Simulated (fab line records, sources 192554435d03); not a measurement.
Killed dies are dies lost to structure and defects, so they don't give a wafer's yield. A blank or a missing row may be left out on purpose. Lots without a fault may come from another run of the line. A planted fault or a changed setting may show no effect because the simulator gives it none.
Chamber matching | flow n5_finfet | N5_DUMMY_GATE_ALD_02 on ald_sin-03: 4 sister chambers
The step deposits SiO2, target thk 2 nm, pulse time 1 s. 30 wafers are shown with their chamber, then 12 later ones without.

WAFERS WITH THEIR CHAMBER
wafer  | chamber | heater_power_w (W) | precursor_pulse_height_rel
L074.2 | 1       | 502                | 1.009
L074.3 | 0       | 578                | 1.039
L074.4 | 2       | 516                | 0.997
L076.2 | 1       | 507                | 1.009
L076.5 | 2       | 501                | 0.995
L076.6 | 3       | 535                | 0.988
L077.1 | 0       | 565                | 1.041
L077.2 | 2       | 505                | 1.025
L077.3 | 3       | 533                | 1.007
L077.4 | 1       | 490                | 1.023
L077.5 | 0       | 584                | 0.986
L077.6 | 3       | 535                | 1.000
L078.1 | 3       | 518                | 0.998
L078.3 | 1       | 511                | 1.025
L078.6 | 3       | 512                | 1.011
L081.2 | 1       | 511                | 0.998
L081.4 | 3       | 533                | 1.018
L081.6 | 1       | 522                | 1.004
L082.1 | 0       | 579                | 1.019
L082.2 | 3       | 529                | 0.977
L082.4 | 1       | 518                | 0.998
L083.4 | 0       | 571                | 1.018
L083.5 | 1       | 510                | 1.008
L083.6 | 2       | 503                | 1.012
L086.1 | 0       | 576                | 1.030
L086.2 | 1       | 503                | 1.029
L086.4 | 3       | 525                | 0.999
L089.1 | 2       | 508                | 0.984
L089.2 | 3       | 514                | 0.969
L089.3 | 1       | 498                | 1.007

SIGNATURES (means of the wafers above)
reading                    | chamber 0 | chamber 1 | chamber 2 | chamber 3 | scatter within a chamber
heater_power_w             | 575.50    | 507.20    | 506.60    | 526.00    | 8.39
precursor_pulse_height_rel | 1.02217   | 1.01100   | 1.00260   | 0.99633   | 0.0154
Rule: a wafer's distance from a chamber is the root of the sum, over the readings, of the square of ((its reading less the chamber's mean) divided by the reading's scatter). The wafer belongs to the nearest chamber; if the next one is less than 2 further off, it can't be placed. The scatter: the root of (the sum of the squares of (reading less its chamber's mean) over the shown wafers, divided by (wafers less chambers)).

WAFERS WITHOUT THEIR CHAMBER
wafer  | heater_power_w (W) | precursor_pulse_height_rel
L089.4 | 590                | 1.009
L089.5 | 564                | 1.024
L089.6 | 509                | 0.999
L093.1 | 531                | 1.022
L093.5 | 520                | 1.016
L093.6 | 519                | 1.004
L095.1 | 574                | 0.993
L095.2 | 537                | 1.022
L095.4 | 508                | 0.962
L097.2 | 510                | 0.964
L097.3 | 503                | 0.979
L097.6 | 517                | 1.008

WHICH CHAMBER EACH WENT THROUGH
wafer  | from the rows above          | in truth
L089.4 | 0                            | 0
L089.5 | 0                            | 0
L089.6 | can't be placed: 2 or 1 or 3 | 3
L093.1 | can't be placed: 3 or 1 or 2 | 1
L093.5 | can't be placed: 3 or 1 or 2 | 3
L093.6 | can't be placed: 3 or 1 or 2 | 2
L095.1 | 0                            | 0
L095.2 | can't be placed: 3 or 1 or 2 | 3
L095.4 | can't be placed: 2 or 3 or 1 | 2
L097.2 | can't be placed: 2 or 3 or 1 | 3
L097.3 | can't be placed: 2 or 1 or 3 | 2
L097.6 | can't be placed: 1 or 2 or 3 | 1
Placed correctly: 3 of 12. Can't be placed from these rows: 9 (the true chamber is among the candidates in 9). Placed wrongly: 0.
